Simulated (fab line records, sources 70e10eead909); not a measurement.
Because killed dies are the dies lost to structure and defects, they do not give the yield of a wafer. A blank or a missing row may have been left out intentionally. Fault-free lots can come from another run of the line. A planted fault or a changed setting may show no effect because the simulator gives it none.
fab line records -- flow nand_harc -- part 2 of 2: steps 31 to 43 of 43
[record] lots = 5, wafers = 15, last_day = 33
route steps=1302 shown A_DECK1_JOINT@525 A_ONON_D2@545
lots that met no fault: taken from a fault-free run of the same line
start_h: the number of hours between the record's first day and the start of the first shown wafer of the lot -- wait_h: hours elapsed since this lot's preceding step -- " unchanged from the row above -- L1.1+2: several wafers, shown together as one row -- - either no value or no given start -- * or withheld: withheld -- < > ~ a bound
route shown NAME@n: names a module that has steps shown in the file, with the first one's number in the route -- usual: average and standard deviation across the fault-free wafers -- same: alike in all rows -- chamber/n: place in a boat -- sites: per-site readings -- _std_site: their standard deviation -- _edge_site: mean of outer sites minus mean of inner sites -- radius_mm: for every site, how far away it sits from the centre of the wafer -- mask NAME#n: copy n -- behind: tool/chamber where the wafer was last shaped -- hold: cause of the lot's hold/its duration in hours/its outcome -- device: the transistor (n, p or np) that didn't switch -- end of line: the tests these same wafers got at the end of their route -- step lacking rows: just its recipe -- killed: at the first sort, the dies lost to defects and structure; wafer yield is something else -- map: the dies of a wafer, with x for killed, . for not killed, _ for no die there
set.NAME: the setting as run; set.NAME@STEP: as run at that earlier step -- model.NAME: the simulator's own value behind a step, which no gauge read
lots at selected steps of the route; one table per step, one row per wafer
services: from which hour (start_h, from the record's first day; less than 0 if before it) a tool's chamber was out of use, for how many hours, and why
[[steps]]
[step NHARC_A_ONON_D2_DEP_16]
[recipe] target_thk_a = 10000, n2_flow_sccm = 2750, n2o_flow_sccm = 2000, nh3_flow_sccm = 500, sih4_flow_sccm = 210, temp_c = 400
lot.wafer,tool,chamber,start_h,wait_h
L080.1+2+4,pecvd_onon-04,0,335.35,0.4
L081.1+2+3,pecvd_onon-02,0,356.45,0.4
L082.1+3+6,pecvd_onon-02,0,366.20,0.4
L095.1+2+4,pecvd_onon-02,0,494.23,0.4
L096.1+2+3,pecvd_onon-02,0,509.06,0.4
[step NHARC_A_ONON_D2_THK_MEAS_18]
[recipe] thk_meas_gauge = ellipsometry
[usual] thk_nm = 998/11
lot.wafer,tool,chamber,start_h,wait_h,thk_nm
L080.1,film_metro-01,-,335.86,-,1014
L080.2,film_metro-01,-,335.86,-,1013
L080.4,film_metro-01,-,335.86,-,1012
L081.1,film_metro-02,-,356.96,-,1005
L081.2,film_metro-02,-,356.96,-,1003
L081.3,film_metro-02,-,356.96,-,1003
L082.1,film_metro-01,-,366.70,-,1008
L082.3,film_metro-01,-,366.70,-,1008
L082.6,film_metro-01,-,366.70,-,1008
L095.1,film_metro-02,-,494.74,-,1007
L095.2,film_metro-02,-,494.74,-,1005
L095.4,film_metro-02,-,494.74,-,1005
L096.1,film_metro-02,-,509.57,-,1006
L096.2,film_metro-02,-,509.57,-,1007
L096.3,film_metro-02,-,509.57,-,1004
[step NHARC_A_ONON_D2_DEP_19]
[recipe] target_thk_a = 10000, n2_flow_sccm = 2750, n2o_flow_sccm = 2000, nh3_flow_sccm = 500, sih4_flow_sccm = 210, temp_c = 400
lot.wafer,tool,chamber,start_h,wait_h
L080.1+2+4,pecvd_onon-04,0,335.91,0.1
L081.1+2+3,pecvd_onon-04,0,357.02,0.1
L082.1+3+6,pecvd_onon-01,0,366.76,0.1
L095.1+2+4,pecvd_onon-01,0,494.80,0.1
L096.1+2+3,pecvd_onon-02,0,509.62,0.1
[step NHARC_A_ONON_D2_THK_MEAS_21]
[recipe] thk_meas_gauge = ellipsometry
[usual] thk_nm = 1001/7.7
lot.wafer,tool,chamber,start_h,wait_h,thk_nm
L080.1,film_metro-02,-,336.42,-,1001
L080.2,film_metro-02,-,336.42,-,999
L080.4,film_metro-02,-,336.42,-,1000
L081.1,film_metro-01,-,357.53,-,993
L081.2,film_metro-01,-,357.53,-,994
L081.3,film_metro-01,-,357.53,-,994
L082.1,film_metro-02,-,367.28,-,1005
L082.3,film_metro-02,-,367.28,-,1004
L082.6,film_metro-02,-,367.28,-,1002
L095.1,film_metro-02,-,495.31,-,1007
L095.2,film_metro-02,-,495.31,-,1010
L095.4,film_metro-02,-,495.31,-,1008
L096.1,film_metro-02,-,510.13,-,998
L096.2,film_metro-02,-,510.13,-,997
L096.3,film_metro-02,-,510.13,-,996
[step NHARC_A_ONON_D2_DEP_22]
[recipe] target_thk_a = 10000, n2_flow_sccm = 2750, n2o_flow_sccm = 2000, nh3_flow_sccm = 500, sih4_flow_sccm = 210, temp_c = 400
lot.wafer,tool,chamber,start_h,wait_h
L080.1+2+4,pecvd_onon-02,0,336.47,0.1
L081.1+2+3,pecvd_onon-01,0,357.59,0.1
L082.1+3+6,pecvd_onon-01,0,367.33,0.1
L095.1+2+4,pecvd_onon-02,0,495.37,0.1
L096.1+2+3,pecvd_onon-02,0,510.19,0.1
[step NHARC_A_ONON_D2_THK_MEAS_24]
[recipe] thk_meas_gauge = ellipsometry
[usual] thk_nm = 1001/11
lot.wafer,tool,chamber,start_h,wait_h,thk_nm
L080.1,film_metro-02,-,336.99,-,1008
L080.2,film_metro-02,-,336.99,-,1009
L080.4,film_metro-02,-,336.99,-,1009
L081.1,film_metro-02,-,358.10,-,999
L081.2,film_metro-02,-,358.10,-,1001
L081.3,film_metro-02,-,358.10,-,999
L082.1,film_metro-01,-,367.84,-,986
L082.3,film_metro-01,-,367.84,-,985
L082.6,film_metro-01,-,367.84,-,986
L095.1,film_metro-01,-,495.88,-,1010
L095.2,film_metro-01,-,495.88,-,1009
L095.4,film_metro-01,-,495.88,-,1010
L096.1,film_metro-01,-,510.69,-,998
L096.2,film_metro-01,-,510.69,-,997
L096.3,film_metro-01,-,510.69,-,997
[step NHARC_A_ONON_D2_DEP_25]
[recipe] target_thk_a = 10000, n2_flow_sccm = 2750, n2o_flow_sccm = 2000, nh3_flow_sccm = 500, sih4_flow_sccm = 210, temp_c = 400
lot.wafer,tool,chamber,start_h,wait_h
L080.1+2+4,pecvd_onon-01,0,337.05,0.1
L081.1+2+3,pecvd_onon-02,0,358.15,0.1
L082.1+3+6,pecvd_onon-01,0,367.90,0.1
L095.1+2+4,pecvd_onon-01,0,495.93,0.1
L096.1+2+3,pecvd_onon-02,0,510.75,0.1
[step NHARC_A_ONON_D2_THK_MEAS_27]
[recipe] thk_meas_gauge = ellipsometry
[usual] thk_nm = 996/9.2
lot.wafer,tool,chamber,start_h,wait_h,thk_nm
L080.1,film_metro-02,-,337.55,-,1002
L080.2,film_metro-02,-,337.55,-,1003
L080.4,film_metro-02,-,337.55,-,1002
L081.1,film_metro-02,-,358.67,-,989
L081.2,film_metro-02,-,358.67,-,991
L081.3,film_metro-02,-,358.67,-,991
L082.1,film_metro-01,-,368.41,-,981
L082.3,film_metro-01,-,368.41,-,979
L082.6,film_metro-01,-,368.41,-,980
L095.1,film_metro-01,-,496.44,-,983
L095.2,film_metro-01,-,496.44,-,984
L095.4,film_metro-01,-,496.44,-,983
L096.1,film_metro-02,-,511.26,-,1002
L096.2,film_metro-02,-,511.26,-,1000
L096.3,film_metro-02,-,511.26,-,999
[step NHARC_A_ONON_D2_DEP_28]
[recipe] target_thk_a = 10000, n2_flow_sccm = 2750, n2o_flow_sccm = 2000, nh3_flow_sccm = 500, sih4_flow_sccm = 210, temp_c = 400
lot.wafer,tool,chamber,start_h,wait_h
L080.1+2+4,pecvd_onon-04,0,337.61,0.1
L081.1+2+3,pecvd_onon-04,0,358.72,0.1
L082.1+3+6,pecvd_onon-01,0,368.47,0.1
L095.1+2+4,pecvd_onon-02,0,496.50,0.1
L096.1+2+3,pecvd_onon-02,0,511.32,0.1
[step NHARC_A_ONON_D2_THK_MEAS_30]
[recipe] thk_meas_gauge = ellipsometry
[usual] thk_nm = 997/10
lot.wafer,tool,chamber,start_h,wait_h,thk_nm
L080.1,film_metro-02,-,338.12,-,1011
L080.2,film_metro-02,-,338.12,-,1011
L080.4,film_metro-02,-,338.12,-,1011
L081.1,film_metro-02,-,359.23,-,1010
L081.2,film_metro-02,-,359.23,-,1008
L081.3,film_metro-02,-,359.23,-,1009
L082.1,film_metro-01,-,368.98,-,1006
L082.3,film_metro-01,-,368.98,-,1006
L082.6,film_metro-01,-,368.98,-,1006
L095.1,film_metro-01,-,497.01,-,983
L095.2,film_metro-01,-,497.01,-,984
L095.4,film_metro-01,-,497.01,-,985
L096.1,film_metro-02,-,511.83,-,995
L096.2,film_metro-02,-,511.83,-,996
L096.3,film_metro-02,-,511.83,-,995
[step NHARC_A_ONON_D2_DEP_33]
[recipe] target_thk_a = 2000, temp_c = 400, pressure_torr = 6.5, rf_w = 900, teos_flow_sccm = 161.4, flow_sccm = 2650, target_thk_nm = 200, gas = O2, material = SiO2
[usual] heater_power_w = 496/61, throttle_valve_pct = 15.9/0.52
lot.wafer,tool,chamber,start_h,wait_h,heater_power_w,throttle_valve_pct
L080.2,pecvd-02,2,338.18,0.1,518,16.6
L080.1,pecvd-02,0,338.18,0.1,502,16.6
L080.4,pecvd-02,2,338.18,0.1,523,16.3
L081.1,pecvd-02,0,359.29,0.1,503,16.6
L081.2,pecvd-02,1,359.29,0.1,477,15.5
L081.3,pecvd-02,2,359.29,0.1,479,16.6
L082.1,pecvd-02,2,369.09,0.1,438,16.7
L082.3,pecvd-02,0,369.09,0.1,503,16.5
L082.6,pecvd-02,0,369.09,0.1,506,16.6
L095.1,pecvd-02,1,497.11,0.1,401,15.9
L095.2,pecvd-02,2,497.11,0.1,539,16.8
L095.4,pecvd-02,2,497.11,0.1,417,16.8
L096.1,pecvd-03,0,511.88,0.1,603,16.4
L096.2,pecvd-03,1,511.88,0.1,513,15.1
L096.3,pecvd-03,2,511.88,0.1,459,15.7
[step NHARC_A_ONON_D2_THK_MEAS_34]
[recipe] thk_meas_gauge = ellipsometry
[usual] thk_nm = 200.9/2.5
lot.wafer,tool,chamber,start_h,wait_h,thk_nm
L080.1,film_metro-02,-,338.59,-,200.1
L080.2,film_metro-02,-,338.59,-,195.6
L080.4,film_metro-02,-,338.59,-,200.8
L081.1,film_metro-01,-,359.70,-,199.2
L081.2,film_metro-01,-,359.70,-,202.4
L081.3,film_metro-01,-,359.70,-,198.7
L082.1,film_metro-01,-,369.46,-,199.0
L082.3,film_metro-01,-,369.46,-,200.4
L082.6,film_metro-01,-,369.46,-,203.4
L095.1,film_metro-01,-,497.48,-,198.4
L095.2,film_metro-01,-,497.48,-,198.6
L095.4,film_metro-01,-,497.48,-,197.7
L096.1,film_metro-01,-,512.30,-,194.8
L096.2,film_metro-01,-,512.30,-,199.0
L096.3,film_metro-01,-,512.30,-,197.6
[step NHARC_A_ONON_D2_INSPECT_32]
[usual] raw_defect_count = 405/150
lot.wafer,tool,chamber,start_h,wait_h,raw_defect_count
L080.1,defect_inspect-02,-,338.68,0.0,300
L080.2,defect_inspect-02,-,338.68,0.0,296
L080.4,defect_inspect-02,-,338.68,0.0,300
L081.1,defect_inspect-01,-,359.76,0.0,529
L081.2,defect_inspect-01,-,359.76,0.0,563
L081.3,defect_inspect-01,-,359.76,0.0,396
L082.1,defect_inspect-01,-,369.52,0.0,217
L082.3,defect_inspect-01,-,369.52,0.0,265
L082.6,defect_inspect-01,-,369.52,0.0,236
L095.1,defect_inspect-01,-,497.56,0.0,442
L095.2,defect_inspect-01,-,497.56,0.0,455
L095.4,defect_inspect-01,-,497.56,0.0,319
L096.1,defect_inspect-02,-,512.37,0.0,227
L096.2,defect_inspect-02,-,512.37,0.0,497
L096.3,defect_inspect-02,-,512.37,0.0,480
[[services]]
tool,chamber,start_h,hours,kind
fcvd-02,-,273.87,13.0,pm
pecvd-02,2,274.25,2.3,repair
wet_bench-01,-,277.60,8.0,pm
cmp-04,-,296.12,1.5,repair
cmp-04,-,307.00,4.0,pm
pecvd_onon-04,-,313.09,13.0,pm
pecvd-02,2,324.58,11.8,repair
fcvd-01,-,325.14,1.0,repair
pecvd-03,2,337.48,3.6,repair
wet_bench-03,-,344.63,5.8,repair
pecvd_onon-01,-,350.21,2.7,repair
pecvd_onon-02,-,366.54,13.0,pm
wet_bench-03,-,386.40,8.0,pm
furnace-07,-,392.88,26.0,pm
wet_bench-03,-,401.65,1.1,repair
pecvd-02,-,409.82,13.0,pm
fcvd-02,1,418.10,11.1,repair
wet_bench-02,-,420.02,8.0,pm
wet_bench-01,-,428.99,1.4,repair
pecvd_onon-01,-,450.21,13.0,pm
wet_bench-01,-,453.60,8.0,pm
fcvd-02,-,454.87,13.0,pm
pecvd_onon-04,-,494.09,13.0,pm
fcvd-02,0,502.84,7.5,repair
